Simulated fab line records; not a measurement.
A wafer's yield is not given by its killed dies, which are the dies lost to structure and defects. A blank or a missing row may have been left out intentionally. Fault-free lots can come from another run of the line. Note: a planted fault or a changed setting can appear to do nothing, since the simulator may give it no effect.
Matching of chambers | flow nandHarc | 4 sister chambers for NHARC_THIN_TSV_CMP_01 on cmp-04
The step polishes. 8 wafers are shown with their chamber, then 7 later ones without.

== WAFERS PAIRED WITH THEIR CHAMBERS ==
wafer  | chamber | motorCurrentA (A)
L981.6 | 3       | 12.9
L979.6 | 3       | 13.3
L977.3 | 0       | 12.2
L982.3 | 0       | 11.8
L982.4 | 2       | 10.2
L982.5 | 1       | 13.1
L984.2 | 2       | 9.6
L984.3 | 1       | 13.4

== WAFERS MISSING THEIR CHAMBER ==
wafer  | motorCurrentA (A)
L984.4 | 12.2
L985.1 | 13.7
L985.4 | 12.9
L985.6 | 10.2
L996.1 | 12.6
L996.3 | 10.1
L996.6 | 13.1

== WHICH CHAMBER EACH WENT THROUGH ==
wafer  | from the rows above          | in truth
L984.4 | 0                            | 0
L985.1 | can't be placed: 1 or 3      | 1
L985.4 | can't be placed: 3 or 1      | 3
L985.6 | 2                            | 2
L996.1 | can't be placed: 3 or 0 or 1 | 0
L996.3 | 2                            | 2
L996.6 | can't be placed: 3 or 1      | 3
Correct placement for 3 of the 7. Cannot be placed on the basis of these rows: 4; the candidates contain the true chamber in 4. Wrongly placed: 0.
How it was worked out, from the rows above alone: a wafer's distance from a chamber is the root of the sum, over the readings, of the square of ((its reading less the chamber's mean) divided by the reading's scatter). If the next closest chamber is less than 2 further off than the closest, the wafer can't be placed; otherwise it belongs to the closest. Each chamber's mean is taken over the wafers shown for it. The scatter: the root of (the sum of the squares of (reading less its chamber's mean) over the shown wafers, divided by (wafers less chambers)).
